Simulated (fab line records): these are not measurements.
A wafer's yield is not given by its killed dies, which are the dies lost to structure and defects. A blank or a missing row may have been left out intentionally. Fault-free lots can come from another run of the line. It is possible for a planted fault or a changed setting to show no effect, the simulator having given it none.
Matching of chambers / flow n5-finfet / ald-metal-02 running N5_BEOL_M2_ALD_84: 4 sister chambers
The step deposits TaN, pulse time 2 s, purge time 3 s, co reactant purge time 2 s. 14 wafers are shown with their chamber, then 7 later ones without.

EACH WAFER AND ITS CHAMBER
wafer=L075.1; chamber=0; heater-power-w (W)=366
wafer=L075.3; chamber=3; heater-power-w (W)=348
wafer=L075.5; chamber=1; heater-power-w (W)=393
wafer=L077.2; chamber=0; heater-power-w (W)=374
wafer=L077.5; chamber=0; heater-power-w (W)=379
wafer=L077.6; chamber=3; heater-power-w (W)=353
wafer=L082.1; chamber=0; heater-power-w (W)=372
wafer=L082.3; chamber=3; heater-power-w (W)=358
wafer=L082.6; chamber=0; heater-power-w (W)=367
wafer=L083.1; chamber=1; heater-power-w (W)=391
wafer=L083.2; chamber=2; heater-power-w (W)=487
wafer=L083.3; chamber=0; heater-power-w (W)=363
wafer=L084.2; chamber=0; heater-power-w (W)=363
wafer=L084.5; chamber=0; heater-power-w (W)=366

SIGNATURES (averages over the wafers above)
reading=heater-power-w; chamber 0=368.75; chamber 1=392.00; chamber 2=487.00; chamber 3=353.00; scatter within a chamber=5.29
Rule: for each reading, subtract the chamber's mean from the wafer's reading, divide by that reading's scatter and square the result; add these up over the readings and take the root, which gives the wafer's distance from the chamber. The wafer belongs to the nearest chamber; if the next one is less than 2 further off, it can't be placed. The scatter is the square root of a quotient: the sum, over the shown wafers, of each reading's squared deviation from its chamber's mean, divided by wafers minus chambers.

WAFERS MISSING THEIR CHAMBER
wafer=L084.6; heater-power-w (W)=354
wafer=L087.1; heater-power-w (W)=494
wafer=L087.3; heater-power-w (W)=400
wafer=L087.5; heater-power-w (W)=349
wafer=L088.1; heater-power-w (W)=479
wafer=L088.2; heater-power-w (W)=390
wafer=L088.4; heater-power-w (W)=369

THE CHAMBER EACH PASSED THROUGH
wafer=L084.6; from the rows above=3; in truth=3
wafer=L087.1; from the rows above=2; in truth=2
wafer=L087.3; from the rows above=1; in truth=1
wafer=L087.5; from the rows above=3; in truth=3
wafer=L088.1; from the rows above=2; in truth=2
wafer=L088.2; from the rows above=1; in truth=1
wafer=L088.4; from the rows above=0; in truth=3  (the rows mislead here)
Correctly placed: 6 of 7. Left unplaced by these rows: 0. Placed wrongly: 1.
